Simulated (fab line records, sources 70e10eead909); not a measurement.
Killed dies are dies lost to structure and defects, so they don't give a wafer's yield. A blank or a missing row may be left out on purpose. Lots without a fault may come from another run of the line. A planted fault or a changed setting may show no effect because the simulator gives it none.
fab line records | flow nand_harc
record lots=12 wafers=34 last_day=25
route steps=1159 shown P_M1@295 END@1159
lots that met no fault: from a run of the same line without faults
start_h: hours from the record's first day to the start of the lot's first wafer shown | wait_h: hours since the lot's step before | " the same as in the row above | L1.1+2: a row that stands for several wafers | - no value, or no start given | * or withheld: withheld | < > ~ a bound
route shown NAME@n: a module of which the file shows steps, and the number in the route of the first | usual: mean/standard deviation of fault-free wafers | same: alike in all rows | chamber/n: place in a boat | sites: the reading at each site | _std_site: their standard deviation | _edge_site: outer sites' mean less inner sites' | radius_mm: how far each site lies from the wafer's centre | mask NAME#n: copy n | behind: the tool/chamber that last shaped the wafer | hold: why the lot was held/for how many hours/how that ended | device: the transistor (n, p or np) that didn't switch | end of line: the same wafers' tests at the end of the route | a step without rows: its recipe alone | killed: dies lost to structure and defects at the first sort, not the wafer's yield | map: a wafer's dies, x killed, . not, _ none there
set.NAME: the setting as run; set.NAME@STEP: as run at that earlier step | model.NAME: the simulator's own value behind a step, which no gauge read
steps of the route over a sample of lots; a table a step, a row a wafer
services: from which hour (start_h, from the record's first day; less than 0 if before it) a tool's chamber was out of use, for how many hours, and why
## steps
# step NHARC_P_M1_CD_MEAS_09
# recipe target_cd_nm=130 landing_energy_ev=500
# usual cd_nm=129.1/0.92
# same landing_energy_ev=500
# columns lot.wafer tool chamber start_h wait_h cd_nm
L480.1 cd_sem-03 0 130.64 - 127.7
L480.2 " 0 " " 128.8
L480.3 " 0 " " 128.0
L482.2 cd_sem-02 0 137.50 - 128.2
L482.5 " 0 " " 129.5
L482.6 " 0 " " 128.8
L487.1 cd_sem-03 0 164.49 - 129.6
L487.2 " 0 " " 129.3
L487.5 " 0 " " 129.7
L486.1 cd_sem-02 0 165.22 - 128.6
L486.5 " 0 " " 130.7
L486.6 " 0 " " 128.9
L488.1 cd_sem-01 0 176.51 - 128.5
L488.2 " 0 " " 128.1
L488.5 " 0 " " 128.5
L490.4 cd_sem-02 0 177.08 - 129.7
L490.5 " 0 " " 129.7
L490.6 " 0 " " 128.5
L493.1 cd_sem-01 0 198.25 - 129.3
L493.3 " 0 " " 128.0
L493.5 " 0 " " 129.5
L494.1 cd_sem-03 0 201.34 - 129.1
L494.4 " 0 " " 130.1
L494.5 " 0 " " 129.5
L495.1 cd_sem-01 0 216.68 - 129.9
L495.3 " 0 " " 130.2
L495.6 " 0 " " 130.1
L499.1 cd_sem-01 0 235.09 - 130.6
L502.1 cd_sem-03 0 246.07 - 129.1
L502.2 " 0 " " 128.0
L502.6 " 0 " " 128.6
L503.3 cd_sem-03 0 257.23 - 129.9
L503.4 " 0 " " 128.4
L503.6 " 0 " " 130.8
# step NHARC_P_M1_ETCH_15
# recipe target_depth_a=1825 time_s=91.2 c4f8_flow_sccm=withheld ar_flow_sccm=400 rf_w=600 bias_w=300 chemistry=C4F8/Ar
# usual oes_product_au=0.950/0.024 rf_vpp_V=441.4/2.5
# columns lot.wafer tool chamber start_h wait_h oes_product_au rf_hours_counter_h rf_vpp_V
L480.3 rie_diel-11 1 130.99 - 0.925 6 440.8
L480.2 " 2 " " 0.911 7 438.5
L480.1 " 0 " " 0.925 6 442.1
L482.2 rie_diel-11 1 137.87 - 0.962 7 441.1
L482.6 " 0 " " 0.956 - 441.6
L482.5 " 1 " " 0.962 - 441.4
L487.1 rie_diel-12 3 164.88 - 0.943 10 443.6
L487.2 " 2 " " 0.929 9 440.2
L487.5 " 2 " " 0.924 - 441.9
L486.1 rie_diel-11 1 165.59 - 0.971 9 441.5
L486.6 " 1 " " 0.985 - 441.9
L486.5 " 2 " " 0.953 - 439.8
L488.1 rie_diel-11 3 176.87 - 0.916 8 445.0
L488.2 " 0 " " 0.921 9 442.1
L488.5 " 3 " " 0.925 - 444.3
L490.4 rie_diel-11 2 177.44 - 0.953 9 439.9
L490.6 " 0 " " 0.952 - 441.7
L490.5 " 1 " " 0.962 - 440.1
L493.3 rie_diel-12 0 198.62 - 0.927 14 445.4
L493.1 " 2 " " 0.932 13 439.3
L493.5 " 3 " " 0.961 - 442.3
L494.4 rie_diel-10 0 201.71 - 0.965 1 443.0
L494.1 " 1 " " 0.948 1 438.9
L494.5 " 3 " " 0.968 - 442.3
L495.3 rie_diel-12 3 217.05 - 0.964 0 443.6
L495.1 " 0 " " 0.959 0 446.3
L495.6 " 1 " " 0.981 - 436.2
L499.1 rie_diel-10 3 235.47 - 0.855 1 442.8
L502.2 rie_diel-11 2 246.43 - 0.963 3 438.5
L502.1 " 1 " " 0.990 3 441.7
L502.6 " 3 " " 0.982 - 444.9
L503.3 rie_diel-12 0 257.60 - 0.960 4 445.5
L503.4 " 2 " " 0.968 3 441.4
L503.6 " 0 " " 0.959 - 444.6
# step NHARC_P_M1_ETCH_28
# recipe target_depth_a=300 over_etch_frac=0.3 time_s=72.99 ion_energy_ev=150 cf4_flow_sccm=50 n2_flow_sccm=100 ar_flow_sccm=150 rf_w=300 bias_w=100 chemistry=CF4/N2
# usual drypump_motor_current_A=5.9/0.45 oes_product_au=1.002/0.012 rf_vpp_V=314.8/2 showerhead_plenum_p_Torr=2.67/0.1 throttle_valve_pct=19.795/0.0099
# columns lot.wafer tool chamber start_h wait_h drypump_motor_current_A oes_product_au rf_hours_counter_h rf_vpp_V showerhead_plenum_p_Torr throttle_valve_pct
L480.1 rie_diel-10 2 - - 6.5 0.991 3 315.0 2.63 19.800
L480.2 " 3 " " 5.6 1.011 3 315.7 2.73 19.789
L480.3 " 0 " " 6.2 0.994 3 317.9 2.79 19.799
L482.2 rie_diel-10 0 - - 6.2 0.994 3 316.4 2.79 19.798
L482.5 " 1 " " 5.0 0.990 - 313.0 2.51 19.795
L482.6 " 2 " " 6.5 0.990 - 314.4 2.63 19.792
L487.2 rie_diel-10 1 - - 5.0 0.997 4 312.4 2.51 19.791
L487.1 " 3 " " 5.7 1.020 4 316.2 2.73 19.786
L487.5 " 2 " " 6.5 0.995 - 314.3 2.63 19.817
L486.1 rie_diel-12 3 - - 5.6 1.019 10 315.6 2.73 19.804
L486.6 " 1 " " 6.2 1.016 - 312.0 2.48 19.805
L486.5 " 2 " " 6.2 1.007 - 313.0 2.62 19.783
L488.1 rie_diel-12 0 - - 5.6 1.005 11 318.3 2.82 19.809
L488.2 " 1 " " 6.2 1.008 10 311.9 2.48 19.799
L488.5 " 0 " " 5.5 1.014 - 317.3 2.82 19.795
L490.4 rie_diel-12 3 - - 5.6 1.025 11 316.9 2.73 19.794
L490.5 " 3 " " 5.6 1.017 - 314.9 2.73 19.789
L490.6 " 0 " " 5.6 1.001 - 317.0 2.82 19.787
L493.1 rie_diel-10 0 - - 6.2 1.011 1 317.4 2.79 19.772
L493.3 " 2 " " 6.4 1.006 1 315.0 2.63 19.793
L493.5 " 1 " " 5.0 0.990 - 312.3 2.51 19.784
L494.1 rie_diel-12 1 - - 6.2 1.001 13 311.1 2.48 19.773
L494.4 " 3 " " 5.6 1.021 13 316.2 2.73 19.800
L494.5 " 0 " " 5.6 1.014 - 317.7 2.82 19.793
L495.1 rie_diel-10 3 - - 5.6 0.980 1 317.7 2.73 19.795
L495.3 " 0 " " 6.2 1.004 1 316.7 2.79 19.787
L495.6 " 3 " " 5.7 0.985 - 317.0 2.73 19.793
L499.1 rie_diel-11 1 - - 5.7 1.017 2 314.1 2.65 19.798
L502.2 rie_diel-12 2 - - 6.2 1.005 2 314.8 2.62 19.778
L502.1 " 3 " " 5.6 1.016 2 315.0 2.73 19.794
L502.6 " 0 " " 5.6 1.002 - 317.4 2.82 19.798
L503.4 rie_diel-11 2 - - 5.8 0.996 4 313.2 2.55 19.812
L503.3 " 3 " " 5.3 1.015 4 318.3 2.79 19.807
L503.6 " 3 " " 5.3 1.018 - 316.3 2.79 19.804
# step NHARC_P_M1_PRE_CLEAN_30
# recipe time_s=30 temp_c=280 gas=H2/He
# usual heater_power_w=404/40
# columns lot.wafer tool chamber start_h wait_h heater_power_w
L480.1 pvd_sputter-03 - - - 348
L480.2 " - " " 351
L480.3 " - " " 368
L482.2 pvd_sputter-02 - - - 429
L482.6 " - " " 435
L482.5 " - " " 364
L487.2 pvd_sputter-02 - - - 355
L487.1 " - " " 422
L487.5 " - " " 439
L486.1 pvd_sputter-02 - - - 420
L486.6 " - " " 357
L486.5 " - " " 440
L488.2 pvd_sputter-01 - - - 439
L488.1 " - " " 461
L488.5 " - " " 396
L490.4 pvd_sputter-02 - - - 404
L490.5 " - " " 438
L490.6 " - " " 420
L493.3 pvd_sputter-03 - - - 371
L493.1 " - " " 434
L493.5 " - " " 360
L494.1 pvd_sputter-03 - - - 352
L494.4 " - " " 382
L494.5 " - " " 348
L495.3 pvd_sputter-02 - - - 359
L495.1 " - " " 431
L495.6 " - " " 439
L499.1 pvd_sputter-01 - - - 401
L502.1 pvd_sputter-03 - - - 435
L502.2 " - " " 346
L502.6 " - " " 427
L503.3 pvd_sputter-01 - - - 440
L503.4 " - " " 394
L503.6 " - " " 436
# step NHARC_END_SORT_01
# recipe temp_c=25
# usual defect_limited_yield=95.5/1.4 killed_at_array=26/9.1 killed_at_other=0.7/0.9 killed_at_periphery=3.6/2.8 killed_dies=30/9.2 killed_open=3.0/1.9 killed_short=2.0/1.4 sort_bin_2_pct=1.4/0.6 sort_bin_3_pct=0.23/0.17 sort_bin_4_pct=2.8/0.92 sort_n_pass=647/9.2 sort_rim_yield_pct=95.9/2.1 sort_yield_pct=95.5/1.4
# same gross_dies=677 sort_bin_5_pct[%]=0 sort_bin_6_pct[%]=0 sort_bin_7_pct[%]=0 sort_bin_8_pct[%]=0 sort_rim_n_gross=106.00
# columns lot.wafer tool chamber start_h wait_h hold defect_limited_yield[%] killed_at_array killed_at_other killed_at_periphery killed_dies killed_open killed_short sort_bin_2_pct[%] sort_bin_3_pct[%] sort_bin_4_pct[%] sort_n_pass sort_rim_yield_pct[%] sort_yield_pct[%]
L480.1 prober-02 0 452.36 2.5 - 97.5 15 0 2 17 1 1 0.6 0 1.9 660 98.1 97.5
L480.2 prober-02 0 453.16 2.8 - 96.8 17 0 5 22 4 3 0.7 0 2.5 655 95.3 96.8
L480.3 prober-02 0 453.96 3.1 - 96.3 22 0 3 25 6 3 0.4 0.30 3.0 652 96.2 96.3
L482.2 prober-01 0 468.78 2.8 - 95.6 25 0 5 30 4 3 1.2 0.15 3.1 647 92.5 95.6
L482.5 prober-01 0 471.16 3.7 - 96.3 18 0 7 25 2 2 1.0 0.30 2.4 652 95.3 96.3
L482.6 prober-01 0 471.96 4.0 - 95.7 23 0 6 29 0 3 1.0 0.30 3.0 648 95.3 95.7
L487.1 prober-02 0 481.72 2.5 - 96.2 23 1 2 26 4 3 1.3 0.15 2.4 651 96.2 96.2
L487.2 prober-02 0 482.52 2.8 - 96.3 21 3 1 25 3 0 0.9 0.30 2.5 652 98.1 96.3
L487.5 prober-02 0 484.94 3.7 - 95.0 23 5 6 34 3 2 1.8 0 3.2 643 93.4 95.0
L486.1 prober-01 0 481.75 2.5 - 96.9 16 2 3 21 0 2 1.0 0.30 1.8 656 97.2 96.9
L486.5 prober-01 0 484.89 3.6 - 97.8 9 2 4 15 0 1 0.4 0.15 1.6 662 96.2 97.8
L486.6 prober-01 0 485.67 3.9 - 97.5 14 1 2 17 3 0 0.6 0 1.9 660 99.1 97.5
L490.4 prober-01 0 491.87 3.4 - 95.4 26 1 4 31 8 0 0.7 0.15 3.7 646 93.4 95.4
L490.5 prober-01 0 492.67 3.7 - 96.0 26 0 1 27 3 2 1.3 0.30 2.4 650 96.2 96.0
L490.6 prober-01 0 493.46 4.0 - 96.8 18 1 3 22 3 2 1.2 0.15 1.9 655 96.2 96.8
L488.1 prober-01 0 497.23 2.5 - 96.5 22 0 2 24 3 0 1.6 0.15 1.8 653 98.1 96.5
L488.2 prober-01 0 498.03 2.8 - 94.7 30 3 3 36 3 3 1.6 0.15 3.5 641 89.6 94.7
L488.5 prober-01 0 500.42 3.7 - 96.9 18 1 2 21 3 1 0.6 0.30 2.2 656 96.2 96.9
L494.1 prober-01 0 512.37 2.5 - 95.0 32 1 1 34 1 3 1.0 0.44 3.5 643 92.5 95.0
L494.4 prober-01 0 514.77 3.4 - 94.8 33 0 2 35 2 1 1.8 0 3.4 642 93.4 94.8
L494.5 prober-01 0 515.56 3.7 - 94.8 31 1 3 35 1 2 1.3 0.15 3.7 642 98.1 94.8
L493.1 prober-02 0 512.38 2.5 - 95.7 24 0 5 29 7 3 1.3 0.30 2.7 648 96.2 95.7
L493.3 prober-02 0 514.02 3.1 - 94.7 32 0 4 36 5 2 1.5 0.30 3.5 641 95.3 94.7
L493.5 prober-02 0 515.67 3.8 - 95.6 30 0 0 30 6 1 1.6 0.74 2.1 647 96.2 95.6
L495.1 prober-01 0 561.74 2.5 - 94.5 26 0 11 37 4 0 1.8 0.30 3.4 640 96.2 94.5
L495.3 prober-01 0 563.36 3.1 - 96.5 16 0 8 24 2 3 0.7 0.30 2.5 653 96.2 96.5
L495.6 prober-01 0 565.79 4.0 - 95.1 22 1 10 33 1 1 0.9 0 4.0 644 96.2 95.1
L502.1 prober-02 0 577.31 2.5 - 95.7 19 1 9 29 5 1 1.3 0 3.0 648 98.1 95.7
L502.2 prober-02 0 578.10 2.8 - 95.9 19 0 9 28 3 0 1.2 0.15 2.8 649 92.5 95.9
L502.6 prober-02 0 581.28 4.0 - 94.7 22 1 13 36 2 2 1.3 0.30 3.7 641 96.2 94.7
L499.1 prober-01 0 577.52 2.5 await_dispo/4.1h/release 91.9 50 0 5 55 2 2 4.1 0.15 3.8 622 87.7 91.9
L503.3 prober-02 0 586.64 3.1 - 92.9 44 1 3 48 4 5 2.4 0.44 4.3 629 91.5 92.9
L503.4 prober-02 0 587.45 3.4 - 95.6 24 0 6 30 2 4 1.9 0.30 2.2 647 95.3 95.6
L503.6 prober-02 0 589.06 4.0 - 96.0 27 0 0 27 3 0 1.5 0.30 2.2 650 94.3 96.0
# killed by level:class
L480.1 A_SLIT:chamber_film_flake=11 A_CHANNEL_HOLE_D1:chamber_film_flake=2 P_M0:geometric_particle:short=1 A_CONTACT:geometric_particle:open=1 P_GATE:chamber_film_flake=1 A_CONTACT:chamber_film_flake=1
L480.2 A_SLIT:chamber_film_flake=6 A_CONTACT:chamber_film_flake=3 P_CONTACT:geometric_particle:open=1 P_M0:geometric_particle:open=1 A_ONON_D1:geometric_particle:short=1 A_CHANNEL_FILL_D1:geometric_particle:short=1 A_WL_FILL:geometric_particle:short=1 A_WL_FILL:geometric_particle:open=1
L480.3 A_SLIT:chamber_film_flake=9 A_ONON_D1:geometric_particle:short=2 A_CHANNEL_HOLE_D1:chamber_film_flake=2 A_STAIRCASE:chamber_film_flake=2 A_CONTACT:chamber_film_flake=2 P_GATE:geometric_particle:open=1 P_CONTACT:geometric_particle:open=1 P_M0:geometric_particle:open=1
L482.2 A_CHANNEL_HOLE_D1:chamber_film_flake=18 A_STAIRCASE:chamber_film_flake=3 P_M0:geometric_particle:open=2 P_BONDPAD:chamber_film_flake=2 P_GATE:geometric_particle:short=1 A_SGD_CUT:geometric_particle:short=1 A_BLC:geometric_particle:open=1 A_M0:geometric_particle:open=1
L482.5 A_CHANNEL_HOLE_D1:chamber_film_flake=11 P_BONDPAD:chamber_film_flake=4 A_CONTACT:chamber_film_flake=3 P_M2:geometric_particle:open=1 A_ONON_D1:geometric_particle:short=1 A_WL_FILL:geometric_particle:short=1 A_WL_FILL:geometric_particle:open=1 P_STI:chamber_film_flake=1
L482.6 A_CHANNEL_HOLE_D1:chamber_film_flake=16 P_BONDPAD:chamber_film_flake=4 A_STAIRCASE:chamber_film_flake=3 P_M1:geometric_particle:short=1 A_CHANNEL_FILL_D1:geometric_particle:short=1 A_M0:geometric_particle:short=1 P_M0:chamber_film_flake=1 A_CONTACT:chamber_film_flake=1
L487.1 A_CHANNEL_HOLE_D1:chamber_film_flake=13 A_CONTACT:chamber_film_flake=2 P_GATE:geometric_particle:open=1 A_ONON_D1:geometric_particle:short=1 A_ONON_D1:geometric_particle:open=1 A_WL_FILL:geometric_particle:short=1 A_CONTACT:geometric_particle:short=1 A_CONTACT:geometric_particle:open=1
L486.1 A_CHANNEL_HOLE_D1:chamber_film_flake=4 A_STAIRCASE:chamber_film_flake=4 A_CONTACT:chamber_film_flake=4 A_M0:chamber_film_flake=2 THIN_TSV:chamber_film_flake=2 P_GATE:geometric_particle:short=1 A_SGD_CUT:geometric_particle:short=1 P_STI:chamber_film_flake=1
L487.2 A_CHANNEL_HOLE_D1:chamber_film_flake=12 A_CONTACT:chamber_film_flake=3 THIN_TSV:chamber_film_flake=3 A_STAIRCASE:chamber_film_flake=2 P_CONTACT:geometric_particle:open=1 A_BLC:geometric_particle:open=1 A_M0:geometric_particle:open=1 A_ZERO_WELL:chamber_film_flake=1
L486.5 A_CONTACT:chamber_film_flake=3 P_STI:chamber_film_flake=2 P_GATE:chamber_film_flake=2 A_STAIRCASE:chamber_film_flake=2 THIN_TSV:chamber_film_flake=2 A_WL_FILL:geometric_particle:short=1 A_CHANNEL_HOLE_D1:chamber_film_flake=1 A_CHANNEL_FILL_D1:chamber_film_flake=1
L487.5 A_CHANNEL_HOLE_D1:chamber_film_flake=13 P_STI:chamber_film_flake=5 THIN_TSV:chamber_film_flake=5 A_STAIRCASE:chamber_film_flake=4 A_WL_FILL:geometric_particle:open=2 A_CHANNEL_FILL_D1:geometric_particle:short=1 A_WL_FILL:geometric_particle:short=1 A_CONTACT:geometric_particle:open=1
L486.6 A_CHANNEL_HOLE_D1:chamber_film_flake=4 A_CONTACT:chamber_film_flake=4 A_CHANNEL_FILL_D1:chamber_film_flake=2 P_CONTACT:geometric_particle:open=1 A_ONON_D1:geometric_particle:open=1 A_M0:geometric_particle:open=1 P_CONTACT:chamber_film_flake=1 A_STAIRCASE:chamber_film_flake=1
L490.4 A_SLIT:chamber_film_flake=10 A_CHANNEL_HOLE_D1:chamber_film_flake=6 A_STAIRCASE:chamber_film_flake=5 A_CONTACT:geometric_particle:open=2 P_CONTACT:geometric_particle:open=1 P_M0:geometric_particle:open=1 P_M1:geometric_particle:open=1 P_M2:geometric_particle:open=1
L490.5 A_SLIT:chamber_film_flake=14 A_CONTACT:geometric_particle:open=2 A_CHANNEL_HOLE_D1:chamber_film_flake=2 A_STAIRCASE:chamber_film_flake=2 A_ONON_D1:geometric_particle:short=1 A_CONTACT:geometric_particle:short=1 A_BLC:geometric_particle:open=1 P_GATE:chamber_film_flake=1
L490.6 A_SLIT:chamber_film_flake=9 A_CHANNEL_HOLE_D1:chamber_film_flake=4 A_CONTACT:geometric_particle:open=2 P_M0:geometric_particle:open=1 A_SLIT:geometric_particle:short=1 A_M0:geometric_particle:short=1 P_STI:chamber_film_flake=1 P_GATE:chamber_film_flake=1
L488.1 A_CHANNEL_HOLE_D1:chamber_film_flake=12 A_CONTACT:chamber_film_flake=4 A_STAIRCASE:chamber_film_flake=3 P_M0:geometric_particle:open=1 P_M1:geometric_particle:open=1 A_M0:geometric_particle:open=1 A_ZERO_WELL:chamber_film_flake=1 A_WL_FILL:chamber_film_flake=1
L488.2 A_CHANNEL_HOLE_D1:chamber_film_flake=13 A_STAIRCASE:chamber_film_flake=10 A_CONTACT:chamber_film_flake=3 THIN_TSV:chamber_film_flake=3 P_CONTACT:geometric_particle:short=1 P_M1:geometric_particle:open=1 A_CHANNEL_FILL_D1:geometric_particle:short=1 A_CHANNEL_FILL_D1:geometric_particle:open=1
L488.5 A_CHANNEL_HOLE_D1:chamber_film_flake=10 A_STAIRCASE:chamber_film_flake=3 A_CONTACT:geometric_particle:open=2 A_CONTACT:chamber_film_flake=2 P_CONTACT:geometric_particle:short=1 P_M0:geometric_particle:open=1 A_ZERO_WELL:chamber_film_flake=1 THIN_TSV:chamber_film_flake=1
L494.1 A_SLIT:chamber_film_flake=13 A_CONTACT:chamber_film_flake=7 A_CHANNEL_HOLE_D1:chamber_film_flake=6 A_STAIRCASE:chamber_film_flake=3 P_M0:geometric_particle:short=1 A_ONON_D1:geometric_particle:open=1 A_ONON_D1:geometric_particle:short=1 A_WL_FILL:geometric_particle:short=1
L493.1 A_CHANNEL_HOLE_D1:chamber_film_flake=12 A_M0:geometric_particle:open=3 A_CONTACT:chamber_film_flake=3 P_GATE:geometric_particle:open=1 P_CONTACT:geometric_particle:open=1 P_M1:geometric_particle:open=1 A_ONON_D1:geometric_particle:short=1 A_CHANNEL_FILL_D1:geometric_particle:open=1
L493.3 A_CHANNEL_HOLE_D1:chamber_film_flake=19 A_STAIRCASE:chamber_film_flake=4 A_CONTACT:chamber_film_flake=4 A_ONON_D1:geometric_particle:open=2 A_SGD_CUT:geometric_particle:open=2 P_GATE:chamber_film_flake=2 P_M0:geometric_particle:open=1 P_M0:geometric_particle:short=1
L494.4 A_SLIT:chamber_film_flake=12 A_CONTACT:chamber_film_flake=7 A_CHANNEL_HOLE_D1:chamber_film_flake=4 A_STAIRCASE:chamber_film_flake=4 A_WL_FILL:chamber_film_flake=3 P_STI:geometric_particle:open=1 A_WL_FILL:geometric_particle:short=1 A_BLC:geometric_particle:open=1
L494.5 A_SLIT:chamber_film_flake=11 A_STAIRCASE:chamber_film_flake=7 A_CONTACT:chamber_film_flake=5 A_CHANNEL_HOLE_D1:chamber_film_flake=4 P_GATE:chamber_film_flake=2 A_SOURCE_PLATE:geometric_particle:open=1 A_ONON_D1:geometric_particle:short=1 A_M0:geometric_particle:short=1
L493.5 A_CHANNEL_HOLE_D1:chamber_film_flake=20 A_M0:geometric_particle:open=2 A_CONTACT:chamber_film_flake=2 A_SOURCE_PLATE:geometric_particle:open=1 A_CHANNEL_FILL_D1:geometric_particle:open=1 A_CONTACT:geometric_particle:open=1 A_BLC:geometric_particle:open=1 A_M1:geometric_particle:short=1
L495.1 A_CHANNEL_HOLE_D1:chamber_film_flake=19 P_BONDPAD:chamber_film_flake=7 A_CONTACT:chamber_film_flake=4 A_M0:geometric_particle:open=2 P_M1:chamber_film_flake=2 P_CONTACT:geometric_particle:open=1 A_CONTACT:geometric_particle:open=1 P_GATE:chamber_film_flake=1
L495.3 A_CHANNEL_HOLE_D1:chamber_film_flake=10 P_BONDPAD:chamber_film_flake=4 A_CONTACT:chamber_film_flake=3 P_GATE:geometric_particle:short=1 P_CONTACT:geometric_particle:open=1 A_CHANNEL_HOLE_D1:geometric_particle:short=1 A_SGD_CUT:geometric_particle:open=1 A_SGD_CUT:geometric_particle:short=1
L495.6 A_CHANNEL_HOLE_D1:chamber_film_flake=19 P_BONDPAD:chamber_film_flake=5 P_ZERO_WELL:chamber_film_flake=2 P_CONTACT:geometric_particle:open=1 P_CONTACT:geometric_particle:short=1 P_M1:chamber_film_flake=1 A_WL_FILL:chamber_film_flake=1 A_CONTACT:chamber_film_flake=1
L502.1 A_CHANNEL_HOLE_D1:chamber_film_flake=6 A_CONTACT:chamber_film_flake=6 P_CONTACT:chamber_film_flake=5 P_M2:chamber_film_flake=3 P_M2:geometric_particle:open=1 A_ONON_D1:geometric_particle:open=1 A_ONON_D1:geometric_particle:short=1 A_CONTACT:geometric_particle:open=1
L499.1 A_SLIT:chamber_film_flake=20 A_CHANNEL_HOLE_D1:chamber_film_flake=17 A_CONTACT:chamber_film_flake=9 P_M1:area_etch=3 P_M0:geometric_particle:short=1 A_CONTACT:geometric_particle:open=1 A_BLC:geometric_particle:open=1 A_M0:geometric_particle:short=1
L502.2 A_CONTACT:chamber_film_flake=8 A_CHANNEL_HOLE_D1:chamber_film_flake=7 P_CONTACT:chamber_film_flake=6 P_M1:geometric_particle:open=1 A_BLC:geometric_particle:open=1 A_M0:geometric_particle:open=1 P_ZERO_WELL:chamber_film_flake=1 P_M2:chamber_film_flake=1
L502.6 P_CONTACT:chamber_film_flake=8 A_CHANNEL_HOLE_D1:chamber_film_flake=8 A_CONTACT:chamber_film_flake=6 P_M2:chamber_film_flake=4 A_SLIT:chamber_film_flake=3 P_GATE:geometric_particle:open=1 A_SOURCE_PLATE:geometric_particle:short=1 A_WL_FILL:geometric_particle:short=1
L503.3 A_SLIT:chamber_film_flake=21 A_CHANNEL_HOLE_D1:chamber_film_flake=8 A_CHANNEL_FILL_D1:geometric_particle:short=2 A_ZERO_WELL:chamber_film_flake=2 A_CONTACT:chamber_film_flake=2 A_SOURCE_PLATE:geometric_particle:open=1 A_ONON_D1:geometric_particle:short=1 A_CHANNEL_FILL_D1:geometric_particle:open=1
L503.4 A_SLIT:chamber_film_flake=11 A_CHANNEL_HOLE_D1:chamber_film_flake=7 P_ZERO_WELL:chamber_film_flake=2 P_GATE:chamber_film_flake=2 P_M0:geometric_particle:short=1 A_ONON_D1:geometric_particle:short=1 A_SGD_CUT:geometric_particle:short=1 A_WL_FILL:geometric_particle:short=1
L503.6 A_SLIT:chamber_film_flake=15 A_CHANNEL_HOLE_D1:chamber_film_flake=7 A_CONTACT:chamber_film_flake=2 A_SOURCE_PLATE:geometric_particle:open=1 A_STAIRCASE:geometric_particle:open=1 A_WL_FILL:geometric_particle:open=1
## services
# columns tool chamber start_h hours kind
rie_diel-12 0 108.11 - clean
rie_diel-12 1 108.11 - clean
rie_diel-12 2 108.11 - clean
rie_diel-12 3 108.11 - clean
pvd_sputter-02 - 116.12 9.9 repair
rie_diel-10 3 117.74 11.5 repair
pvd_sputter-01 - 119.64 9.8 repair
rie_diel-12 0 123.20 4.1 repair
rie_diel-10 1 129.85 4.0 repair
rie_diel-11 - 131.61 0.7 repair
rie_diel-12 1 132.49 7.5 repair
rie_diel-12 0 132.61 - clean
rie_diel-12 2 132.61 - clean
rie_diel-11 3 138.76 12.0 repair
rie_diel-10 0 138.91 2.2 repair
pvd_sputter-03 - 156.51 1.5 repair
pvd_sputter-01 - 158.00 10.0 pm
rie_diel-12 0 163.84 3.2 repair
rie_diel-10 - 176.50 9.0 pm
rie_diel-11 - 189.50 9.0 pm
rie_diel-12 - 202.44 9.0 pm
rie_diel-10 1 214.81 3.1 repair
pvd_sputter-02 - 223.47 10.0 pm
pvd_sputter-02 - 245.36 13.1 repair
## key
first_sign step=NHARC_P_M1_ETCH_15 reading=oes_product_au direction=down sigmas=4 usual=0.950 struck=0.855
effect none on later readings
met_at NHARC_P_M1_ETCH_15
struck_lots L499
not_acting_at NHARC_P_M1_CD_MEAS_09,NHARC_P_M1_ETCH_28,NHARC_P_M1_PRE_CLEAN_30
onset_between 201.71 235.47
fault kind=process_parameter_drift tool=rie_diel-10 chamber=- onset_h=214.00 steps=NHARC_P_M1_ETCH_15 channel=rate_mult offset=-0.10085 shape=step end_h=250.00
